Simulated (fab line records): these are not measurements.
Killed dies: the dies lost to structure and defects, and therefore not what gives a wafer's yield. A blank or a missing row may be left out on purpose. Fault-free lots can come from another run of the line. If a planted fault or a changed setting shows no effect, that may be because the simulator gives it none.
Chamber matching :: flow nand-harc :: rie-diel-06 running NHARC_P_GATE_ETCH_104: 4 sister chambers
The step etches the open film in CF4/CHF3, target depth 60 nm. 4 wafers are shown with their chamber, then 7 later ones without.

== WAFERS WITH THEIR CHAMBER ==
wafer: L083.5
chamber: 0
showerhead-plenum-p-Torr (Torr): 1.48

wafer: L088.1
chamber: 1
showerhead-plenum-p-Torr (Torr): 1.50

wafer: L086.2
chamber: 3
showerhead-plenum-p-Torr (Torr): 1.64

wafer: L086.3
chamber: 2
showerhead-plenum-p-Torr (Torr): 1.50

== WAFERS MISSING THEIR CHAMBER ==
wafer: L086.5
showerhead-plenum-p-Torr (Torr): 1.64

wafer: L090.1
showerhead-plenum-p-Torr (Torr): 1.50

wafer: L090.4
showerhead-plenum-p-Torr (Torr): 1.49

wafer: L090.5
showerhead-plenum-p-Torr (Torr): 1.49

wafer: L097.1
showerhead-plenum-p-Torr (Torr): 1.49

wafer: L097.2
showerhead-plenum-p-Torr (Torr): 1.63

wafer: L097.6
showerhead-plenum-p-Torr (Torr): 1.49

== EACH ONE'S CHAMBER ==
wafer: L086.5
from the rows above: 3
in truth: 3

wafer: L090.1
from the rows above: can't be placed: 1 or 2
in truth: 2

wafer: L090.4
from the rows above: can't be placed: 0 or 1 or 2
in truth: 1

wafer: L090.5
from the rows above: can't be placed: 0 or 1 or 2
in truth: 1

wafer: L097.1
from the rows above: can't be placed: 0 or 1 or 2
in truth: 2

wafer: L097.2
from the rows above: 3
in truth: 3

wafer: L097.6
from the rows above: can't be placed: 0 or 1 or 2
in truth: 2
Correct placement for 2 of the 7. Can't be placed from these rows: 5 (the true chamber is among the candidates in 5). Number placed wrongly: 0.
How it was worked out, from the rows above alone: a wafer's distance from a chamber is the root of the sum, over the readings, of the square of ((its reading less the chamber's mean) divided by the reading's scatter). If the next closest chamber is less than 2 further off than the closest, the wafer can't be placed; otherwise it belongs to the closest. Each chamber's mean is taken over the wafers shown for it. The scatter (one wafer shown for each chamber): square how far every hidden wafer sits from the nearest shown wafer, average those squares and take the square root.
